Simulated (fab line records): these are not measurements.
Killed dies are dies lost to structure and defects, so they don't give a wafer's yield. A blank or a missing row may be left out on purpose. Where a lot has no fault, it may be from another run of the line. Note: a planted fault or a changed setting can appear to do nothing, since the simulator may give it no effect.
fab line records | flow n5Finfet
record lots=6 | wafers=18 | lastDay=17
route steps=1938 shown BEOL_M5@1135
lots that met no fault: taken from a fault-free run of the same line
startH: start of the lot's first displayed wafer, in hours after the record's first day | waitH: hours since the lot's step before | " same as the row above | L1.1+2: a single row standing in for several wafers | - either no value or no given start | * or withheld: withheld | < > ~ a bound
route shown NAME@n: NAME is a module with steps in the file, n the number in the route of the first one | usual: the fault-free wafers' mean and standard deviation | same: alike in all rows | chamber/n: place in a boat | sites: readings site by site | _std_site: the standard deviation of these | _edge_site: inner sites' mean taken away from outer sites' mean | radiusMm: for every site, how far away it sits from the centre of the wafer | mask NAME#n: copy n | behind: the tool/chamber that last shaped the wafer | hold: reason for holding the lot/hours on hold/outcome of the hold | device: whichever transistor did not switch (one of n, p or np) | end of line: the tests these same wafers got at the end of their route | step lacking rows: just its recipe | killed: not the wafer's yield, but the dies lost to structure and defects at the first sort | map: the dies of a wafer, with x for killed, . for not killed, _ for no die there
set.NAME: setting as actually run; set.NAME@STEP: the setting as run at that earlier step | model.NAME: the simulator's own value behind a step, which no gauge read
lots at some steps of the route; a table a step, a row a wafer
services: when a tool's chamber went out of use (startH, in hours from the record's first day, below 0 if earlier), for how many hours, and the reason
## steps
# step N5_BEOL_M5_STRIP_64
# recipe chemistry=CF4 | resist=SiARC | powerW=300 | biasPowerW=75 | pressureMtorr=50 | cf4FlowSccm=150 | rfFrequencyHz=6e+07
# usual drypumpMotorCurrentA=5.7/0.44 | oesProductAu=0.75/0.076 | powerW=300.0/1 | rfVppV=270.8/1.4 | showerheadPlenumPTorr=1.77/0.059 | throttleValvePct=13.75/0.27
lot.wafer | tool       | chamber | startH | waitH | drypumpMotorCurrentA | oesProductAu | powerW | rfHoursCounterH | rfVppV | showerheadPlenumPTorr | throttleValvePct
L688.1    | rieDiel-03 | 1       | 241.68 | 0.0   | 5.1                  | 0.66         | 299.0  | 249             | 271.0  | 1.77                  | 14.15
L688.5    | "          | 1       | "      | "     | 5.1                  | 0.66         | 300.4  | -               | 270.7  | 1.77                  | 14.15
L688.6    | "          | 0       | "      | "     | 5.4                  | 0.72         | 299.2  | -               | 273.4  | 1.87                  | 14.11
L693.3    | rieDiel-01 | 0       | 250.10 | 0.0   | 6.4                  | 0.72         | 302.3  | 195             | 270.9  | 1.77                  | 13.46
L693.4    | "          | 3       | "      | "     | 6.1                  | 0.69         | 300.9  | 221             | 270.5  | 1.71                  | 14.13
L693.6    | "          | 2       | "      | "     | 6.1                  | 0.72         | 300.1  | -               | 271.4  | 1.86                  | 13.54
L691.2    | rieDiel-03 | 2       | 250.35 | 0.0   | 5.8                  | 0.92         | 300.8  | 20              | 270.6  | 1.78                  | 13.74
L691.4    | "          | 0       | "      | "     | 5.4                  | 0.72         | 299.9  | -               | 270.5  | 1.87                  | 14.11
L691.6    | "          | 2       | "      | "     | 5.9                  | 0.91         | 301.0  | -               | 271.3  | 1.78                  | 13.72
L692.1    | rieDiel-02 | 1       | 270.62 | 0.0   | 5.6                  | 0.75         | 300.8  | 170             | 269.6  | 1.70                  | 13.80
L692.2    | "          | 0       | "      | "     | 5.6                  | 0.88         | 299.5  | 21              | 271.6  | 1.83                  | 13.17
L692.6    | "          | 0       | "      | "     | 5.6                  | 0.88         | 299.1  | -               | 272.4  | 1.83                  | 13.17
L694.2    | rieDiel-03 | 0       | 270.81 | 0.0   | 5.4                  | 0.72         | 299.3  | 220             | 273.5  | 1.87                  | 14.11
L694.3    | "          | 3       | "      | "     | 5.2                  | 0.73         | 301.9  | 180             | 269.8  | 1.73                  | 13.85
L694.5    | "          | 2       | "      | "     | 5.8                  | 0.90         | 300.0  | -               | 271.8  | 1.78                  | 13.77
L701.3    | rieDiel-03 | 0       | 300.27 | 0.0   | 5.4                  | 0.71         | 301.6  | 229             | 271.9  | 1.87                  | 14.15
L701.4    | "          | 1       | "      | "     | 5.1                  | 0.92         | 300.3  | 11              | 271.2  | 1.77                  | 13.63
L701.5    | "          | 3       | "      | "     | 5.2                  | 0.73         | 298.3  | -               | 269.4  | 1.72                  | 13.87
# step N5_BEOL_M5_HM_OPEN_17
# recipe chemistry=Cl2/BCl3 | targetDepthA=200 | overetchA=60 | target=TiN | maskMaterial=SOC | ionEnergyEv=150 | pressureMtorr=10 | icpW=1000 | biasW=126 | Cl2_flow_sccm=53.25 | bcl3FlowSccm=21.75 | Ar_flow_sccm=25
# usual bcl3FlowSccm=21.76/0.066 | drypumpMotorCurrentA=5.9/0.35 | oesProductAu=0.64/0.063 | throttleValvePct=22.1/0.37
lot.wafer | tool        | chamber | startH | waitH | bcl3FlowSccm | drypumpMotorCurrentA | oesProductAu | rfHoursCounterH | throttleValvePct
L688.1    | rieMetal-01 | 1       | 241.72 | 0.0   | 21.69        | 5.5                  | 0.68         | 33              | 21.8
L688.5    | "           | 1       | "      | "     | 21.83        | 5.5                  | 0.68         | -               | 21.8
L688.6    | "           | 0       | "      | "     | 21.80        | 5.7                  | 0.56         | -               | 22.4
L693.3    | rieMetal-02 | 0       | 250.17 | 0.1   | 21.86        | 5.8                  | 0.76         | -               | 21.9
L693.4    | "           | 1       | "      | "     | 21.79        | 5.5                  | 0.65         | -               | 22.2
L693.6    | "           | 0       | "      | "     | 21.83        | 5.8                  | 0.76         | -               | 21.9
L691.2    | rieMetal-02 | 0       | 250.39 | 0.0   | 21.78        | 5.9                  | 0.74         | 8               | 21.9
L691.4    | "           | 0       | "      | "     | 21.79        | 5.9                  | 0.74         | -               | 22.0
L691.6    | "           | 1       | "      | "     | 21.72        | 5.5                  | 0.63         | -               | 22.2
L692.1    | rieMetal-03 | 1       | 270.67 | 0.0   | 21.67        | 6.4                  | 0.60         | 75              | 21.5
L692.2    | "           | 0       | "      | "     | 21.74        | 6.1                  | 0.69         | 41              | 22.5
L692.6    | "           | 1       | "      | "     | 21.79        | 6.4                  | 0.60         | -               | 21.5
L694.2    | rieMetal-03 | 1       | 270.85 | 0.0   | 21.68        | 6.4                  | 0.60         | 75              | 21.5
L694.3    | "           | 1       | "      | "     | 21.73        | 6.4                  | 0.59         | -               | 21.5
L694.5    | "           | 0       | "      | "     | 21.93        | 6.1                  | 0.68         | -               | 22.5
L701.3    | rieMetal-03 | 0       | 300.34 | 0.1   | 21.83        | 6.2                  | 0.67         | -               | 22.5
L701.4    | "           | 1       | "      | "     | 21.79        | 6.4                  | 0.59         | -               | 21.5
L701.5    | "           | 1       | "      | "     | 21.85        | 6.4                  | 0.59         | -               | 21.5
# step N5_BEOL_M5_STRIP_19
# recipe chemistry=O2 | powerW=400 | tempC=40 | pressureMtorr=30 | rfFrequencyHz=6e+07 | biasPowerW=0 | overashFraction=0.2 | o2FlowSccm=225
# usual drypumpMotorCurrentA=5.7/0.37 | o2FlowSccm=225.0/0.65 | oesProductAu=0.77/0.081 | rfVppV=3.7/0.49 | showerheadPlenumPTorr=2.08/0.07 | throttleValvePct=16.79/0.26
lot.wafer | tool       | chamber | startH | waitH | drypumpMotorCurrentA | o2FlowSccm | oesProductAu | rfHoursCounterH | rfVppV | showerheadPlenumPTorr | throttleValvePct
L688.1    | rieDiel-02 | 3       | 241.83 | 0.1   | 5.4                  | 226.1      | 0.81         | 93              | 2.7    | 2.13                  | 16.61
L688.5    | "          | 1       | "      | "     | 5.6                  | 224.7      | 0.76         | -               | 4.2    | 2.01                  | 16.98
L688.6    | "          | 0       | "      | "     | 5.6                  | 224.5      | 0.92         | -               | 4.4    | 2.15                  | 16.33
L693.3    | rieDiel-03 | 2       | 250.37 | 0.2   | 5.8                  | 225.3      | 0.94         | 20              | 3.2    | 2.06                  | 16.83
L693.4    | "          | 2       | "      | "     | 5.8                  | 226.0      | 0.93         | -               | 3.5    | 2.06                  | 16.81
L693.6    | "          | 0       | "      | "     | 5.4                  | 224.9      | 0.70         | -               | 3.4    | 2.19                  | 17.14
L691.2    | rieDiel-02 | 2       | 250.50 | 0.1   | 5.9                  | 224.0      | 0.74         | 162             | 4.0    | 2.09                  | 16.74
L691.4    | "          | 1       | "      | "     | 5.6                  | 226.7      | 0.75         | 165             | 3.2    | 2.01                  | 16.99
L691.6    | "          | 2       | "      | "     | 5.9                  | 224.3      | 0.74         | -               | 3.3    | 2.09                  | 16.76
L692.1    | rieDiel-02 | 2       | 270.82 | 0.1   | 5.9                  | 224.6      | 0.73         | 168             | 3.2    | 2.08                  | 16.74
L692.2    | "          | 1       | "      | "     | 5.6                  | 224.9      | 0.74         | 170             | 4.3    | 2.01                  | 17.00
L692.6    | "          | 3       | "      | "     | 5.3                  | 224.9      | 0.80         | -               | 3.1    | 2.13                  | 16.61
L694.2    | rieDiel-02 | 0       | 270.96 | 0.1   | 5.6                  | 224.5      | 0.90         | 21              | 4.1    | 2.15                  | 16.34
L694.3    | "          | 1       | "      | "     | 5.6                  | 225.3      | 0.74         | 170             | 3.1    | 2.01                  | 16.99
L694.5    | "          | 1       | "      | "     | 5.6                  | 225.4      | 0.75         | -               | 3.6    | 2.01                  | 17.01
L701.3    | rieDiel-01 | 1       | 300.42 | 0.1   | 5.3                  | 224.8      | 0.72         | 192             | 3.4    | 1.97                  | 16.79
L701.4    | "          | 2       | "      | "     | 6.1                  | 224.3      | 0.72         | 194             | 4.0    | 2.17                  | 16.56
L701.5    | "          | 0       | "      | "     | 6.4                  | 224.7      | 0.69         | -               | 3.7    | 2.09                  | 16.68
# step N5_BEOL_M5_CD_MEAS_18
# recipe pitchNm=56 | targetCdNm=28
# usual cdNm=28.0/0.45
lot.wafer | tool     | chamber | startH | waitH | cdNm
L688.1    | cdSem-03 | -       | 241.90 | 0.0   | 27.7
L688.5    | "        | -       | "      | "     | 27.9
L688.6    | "        | -       | "      | "     | 28.2
L693.3    | cdSem-03 | -       | 250.44 | 0.1   | 27.8
L693.4    | "        | -       | "      | "     | 27.3
L693.6    | "        | -       | "      | "     | 27.7
L691.2    | cdSem-02 | -       | 250.57 | 0.1   | 27.4
L691.4    | "        | -       | "      | "     | 27.9
L691.6    | "        | -       | "      | "     | 27.9
L692.1    | cdSem-02 | -       | 270.89 | 0.0   | 28.6
L692.2    | "        | -       | "      | "     | 28.2
L692.6    | "        | -       | "      | "     | 28.4
L694.2    | cdSem-03 | -       | 271.04 | 0.1   | 28.3
L694.3    | "        | -       | "      | "     | 27.5
L694.5    | "        | -       | "      | "     | 28.2
L701.3    | cdSem-01 | -       | 300.49 | 0.1   | 29.0
L701.4    | "        | -       | "      | "     | 28.4
L701.5    | "        | -       | "      | "     | 28.5
# step N5_BEOL_M5_COAT_65
# recipe resist=SOC | tempC=250 | timeS=60 | spinRpm=1500 | resistThkNm=60
# step N5_BEOL_M5_COAT_66
# recipe resist=SiARC | tempC=220 | timeS=60 | spinRpm=1500 | resistThkNm=12
# step N5_BEOL_M5_COAT_74
# recipe resist=underlayer | tempC=205 | timeS=60 | spinRpm=1500 | resistThkNm=5
# step N5_BEOL_M5_COAT_22
# recipe resist=CAR-EUV | spinRpm=1500 | resistThkNm=30
# step N5_BEOL_M5_EBR_24
# recipe solvent=PGMEA | ebrWidthMm=1.5
# step N5_BEOL_M5_SOFTBAKE_23
# recipe tempC=110 | timeS=60 | resist=CAR-EUV
# step N5_BEOL_M5_EXPOSE_25
# recipe maskId=V4 | na=0.33 | sourceShape=quasar | sigmaInner=0.2 | sigmaOuter=0.6 | polarization=unpolarized | defocusNm=10 | doseMj=52.75
# step N5_BEOL_M5_PEB_26
# recipe pebTempC=100 | pebTimeS=60 | resist=CAR-EUV
# step N5_BEOL_M5_DEVELOP_27
# recipe developTimeS=30 | developer=TMAH | resist=CAR-EUV | rinseLiquid=surfactantRinse | dry=airSpin | devTempC=23
# usual chillPlateTempC=22.98/0.1 | developTimeS=30/0
lot.wafer | tool          | chamber | startH | waitH | chillPlateTempC | developTimeS | model.CAR-EUV_of_BEOL_M5_COAT_22.thkNm
L688.1    | lithoTrack-02 | 0       | 242.16 | -     | 22.99           | 30           | 29.6
L688.5    | "             | 0       | "      | "     | 23.10           | 30           | 29.4
L688.6    | "             | 0       | "      | "     | 22.91           | 30           | 29.6
L693.3    | lithoTrack-01 | -       | 251.65 | -     | -               | -            | 30
L693.4    | "             | -       | "      | "     | -               | -            | 30
L693.6    | "             | -       | "      | "     | -               | -            | 30
L691.2    | lithoTrack-05 | -       | 251.87 | -     | -               | -            | 30.2
L691.4    | "             | -       | "      | "     | -               | -            | 30.2
L691.6    | "             | -       | "      | "     | -               | -            | 30
L694.2    | lithoTrack-01 | 0       | 271.66 | -     | 22.95           | 30           | 29.4
L694.3    | "             | 0       | "      | "     | 22.94           | 30           | 29.6
L694.5    | "             | 0       | "      | "     | 22.89           | 30           | 29.6
L692.1    | lithoTrack-05 | 0       | 271.79 | -     | 23.08           | 30           | 29.6
L692.2    | "             | 0       | "      | "     | 23.19           | 30           | 29.6
L692.6    | "             | 0       | "      | "     | 23.01           | 30           | 29.6
L701.3    | lithoTrack-05 | 0       | 302.55 | -     | 23.00           | 30           | 29.4
L701.4    | "             | 0       | "      | "     | 22.83           | 30           | 29.6
L701.5    | "             | 0       | "      | "     | 22.88           | 30           | 29.4
# step N5_BEOL_M5_CD_MEAS_28
# recipe targetCdNm=30.6 | landingEnergyEv=500 | detector=seInlens | targetCdYNm=20 | polarity=opening
# usual cdNm=30.49/0.26
lot.wafer | tool     | chamber | startH | waitH | cdNm
L688.1    | cdSem-02 | 0       | 242.21 | -     | 30.46
L688.5    | "        | 0       | "      | "     | 30.57
L688.6    | "        | 0       | "      | "     | 30.43
L693.3    | cdSem-03 | 0       | 251.71 | -     | -
L693.4    | "        | 0       | "      | "     | -
L693.6    | "        | 0       | "      | "     | -
L691.2    | cdSem-03 | 0       | 251.93 | -     | -
L691.4    | "        | 0       | "      | "     | -
L691.6    | "        | 0       | "      | "     | -
L694.2    | cdSem-03 | 0       | 271.72 | -     | 30.34
L694.3    | "        | 0       | "      | "     | 30.81
L694.5    | "        | 0       | "      | "     | 30.37
L692.1    | cdSem-03 | 0       | 271.85 | -     | 29.72
L692.2    | "        | 0       | "      | "     | 30.24
L692.6    | "        | 0       | "      | "     | 30.07
L701.3    | cdSem-01 | 0       | 302.61 | -     | 30.94
L701.4    | "        | 0       | "      | "     | 30.88
L701.5    | "        | 0       | "      | "     | 30.63
## services
tool        | chamber | startH | hours | kind
rieMetal-03 | 1       | 218.36 | 1.4   | repair
rieDiel-03  | 1       | 245.77 | -     | clean
rieDiel-03  | 1       | 245.77 | -     | consumableReplace:focusRing
rieDiel-03  | 1       | 245.77 | 18.5  | scheduledDown
rieDiel-03  | 1       | 245.77 | 18.5  | ventCycle
rieMetal-01 | -       | 252.55 | 4.3   | pm
rieMetal-01 | 1       | 259.54 | 2.0   | repair
rieDiel-02  | 1       | 285.26 | 2.9   | repair
## key
firstSign step=N5_BEOL_M5_DEVELOP_27 | reading=toolRecord | direction=missing
effect none on later readings
modelEffect step=N5_BEOL_M5_DEVELOP_27 | value=CAR-EUV_of_BEOL_M5_COAT_22.thkNm | without=29.57 | struck=30.07
metAt N5_BEOL_M5_DEVELOP_27
struckWafers L691.2,L691.4,L691.6,L693.3,L693.4,L693.6
laterRowsLeftOut L691.2,L691.4,L691.6,L693.3,L693.4,L693.6
sortLeftOut L691.2,L691.4,L691.6,L693.3,L693.4,L693.6
fault kind=skippedStepWhole | tool=lithoTrack-01,lithoTrack-05 | chamber=- | onsetH=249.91 | steps=N5_BEOL_M5_DEVELOP_27 | scope=struckLotsOnly
# sortLeftOut: the simulated sort isn't trusted on such a fault, so these wafers' sort isn't shown, and their yield isn't known
# laterRowsLeftOut: the simulator's readings of these wafers behind a module that went badly wrong aren't trusted and aren't shown, but for the sort
